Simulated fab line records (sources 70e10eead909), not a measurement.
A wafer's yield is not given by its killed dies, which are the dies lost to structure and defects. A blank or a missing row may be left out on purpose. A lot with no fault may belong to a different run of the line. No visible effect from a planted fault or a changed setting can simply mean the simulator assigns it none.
Matching of chambers    flow nand_harc    ald_hk-01 running NHARC_A_CHANNEL_FILL_D1_ALD_14: 4 sister chambers
The step deposits SiO2, target thk 2.5 nm, pulse time 10 s, ald cycles 25. 8 wafers are shown with their chamber, then 8 later ones without.

## WAFERS WITH THEIR CHAMBER
wafer   chamber  heater_power_w (W)  precursor_pulse_height_rel
L077.3  2        443                 0.994
L077.6  2        458                 0.957
L078.1  3        465                 0.974
L078.5  1        467                 1.016
L079.5  3        482                 0.996
L086.5  0        384                 1.017
L086.6  1        453                 1.011
L088.4  0        378                 1.015

## WAFERS MISSING THEIR CHAMBER
wafer   heater_power_w (W)  precursor_pulse_height_rel
L088.5  385                 0.988
L088.6  433                 1.039
L092.1  383                 1.006
L092.2  449                 0.974
L092.3  477                 0.989
L096.1  484                 0.958
L096.2  446                 1.008
L096.6  462                 0.982

## CHAMBER TAKEN BY EACH
wafer   from the rows above           in truth
L088.5  0                             0
L088.6  can't be placed: 1 or 2       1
L092.1  0                             0
L092.2  2                             2
L092.3  can't be placed: 3 or 1       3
L096.1  can't be placed: 3 or 2       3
L096.2  can't be placed: 1 or 2 or 3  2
L096.6  can't be placed: 3 or 2 or 1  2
Correctly placed: 3 of 8. Can't be placed from these rows: 5 (the true chamber is among the candidates in 5). Placed wrongly: 0.
How it was worked out, from the rows above alone: a wafer's distance from a chamber is the root of the sum, over the readings, of the square of ((its reading less the chamber's mean) divided by the reading's scatter). The wafer belongs to the nearest chamber; if the next one is less than 2 further off, it can't be placed. A chamber's mean is the mean of its shown wafers. The scatter is the square root of a quotient: the sum, over the shown wafers, of each reading's squared deviation from its chamber's mean, divided by wafers minus chambers.
